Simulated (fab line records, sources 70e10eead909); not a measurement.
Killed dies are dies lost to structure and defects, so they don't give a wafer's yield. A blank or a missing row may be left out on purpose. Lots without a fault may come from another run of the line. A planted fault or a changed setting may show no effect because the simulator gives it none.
Chamber matching | flow nand_harc | NHARC_A_CONTACT_CMP_20 on cmp-02: 4 sister chambers
The step polishes, t overpolish 30 s, target thk 300 nm. 14 wafers are shown with their chamber, then 7 later ones without.

WAFERS WITH THEIR CHAMBER
wafer  | chamber | motor_current_A (A) | time_to_endpoint_s (s) | overpolish_run_s (s)
L077.1 | 0       | 11.9                | 59                     | 30.002
L077.2 | 2       | 12.0                | 66                     | 30.005
L077.3 | 3       | 11.1                | 60                     | 29.998
L077.4 | 1       | 12.8                | 62                     | 30.002
L077.5 | 2       | 11.3                | 66                     | 30.012
L077.6 | 3       | 11.6                | 64                     | 30.012
L074.1 | 2       | 12.1                | 69                     | 30.015
L074.3 | 3       | 11.6                | 66                     | 30.007
L074.4 | 0       | 11.6                | 61                     | 29.994
L087.1 | 1       | 13.3                | 62                     | 30.013
L087.3 | 2       | 10.8                | 67                     | 30.000
L087.5 | 1       | 13.4                | 63                     | 29.995
L091.1 | 2       | 11.7                | 69                     | 29.991
L091.3 | 0       | 12.0                | 55                     | 30.003

SIGNATURES (means of the wafers above)
reading            | chamber 0 | chamber 1 | chamber 2 | chamber 3 | scatter within a chamber
motor_current_A    | 11.833    | 13.167    | 11.580    | 11.433    | 0.401
time_to_endpoint_s | 58.33     | 62.33     | 67.40     | 63.33     | 2.17
overpolish_run_s   | 29.99967  | 30.00333  | 30.00460  | 30.00567  | 0.00827
Rule: a wafer's distance from a chamber is the root of the sum, over the readings, of the square of ((its reading less the chamber's mean) divided by the reading's scatter). The wafer belongs to the nearest chamber; if the next one is less than 2 further off, it can't be placed. The scatter: the root of (the sum of the squares of (reading less its chamber's mean) over the shown wafers, divided by (wafers less chambers)).

WAFERS WITHOUT THEIR CHAMBER
wafer  | motor_current_A (A) | time_to_endpoint_s (s) | overpolish_run_s (s)
L091.6 | 12.4                | 58                     | 30.017
L090.1 | 11.3                | 67                     | 29.997
L090.4 | 13.0                | 65                     | 29.988
L090.5 | 12.6                | 58                     | 29.995
L088.1 | 11.7                | 54                     | 30.019
L088.2 | 13.2                | 60                     | 30.006
L088.3 | 10.7                | 67                     | 30.006

WHICH CHAMBER EACH WENT THROUGH
wafer  | from the rows above          | in truth
L091.6 | can't be placed: 0 or 1 or 3 | 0
L090.1 | can't be placed: 2 or 3      | 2
L090.4 | can't be placed: 1 or 2      | 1
L090.5 | can't be placed: 0 or 1      | 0
L088.1 | can't be placed: 0 or 3      | 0
L088.2 | 1                            | 1
L088.3 | can't be placed: 2 or 3      | 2
Placed correctly: 1 of 7. Can't be placed from these rows: 6 (the true chamber is among the candidates in 6). Placed wrongly: 0.
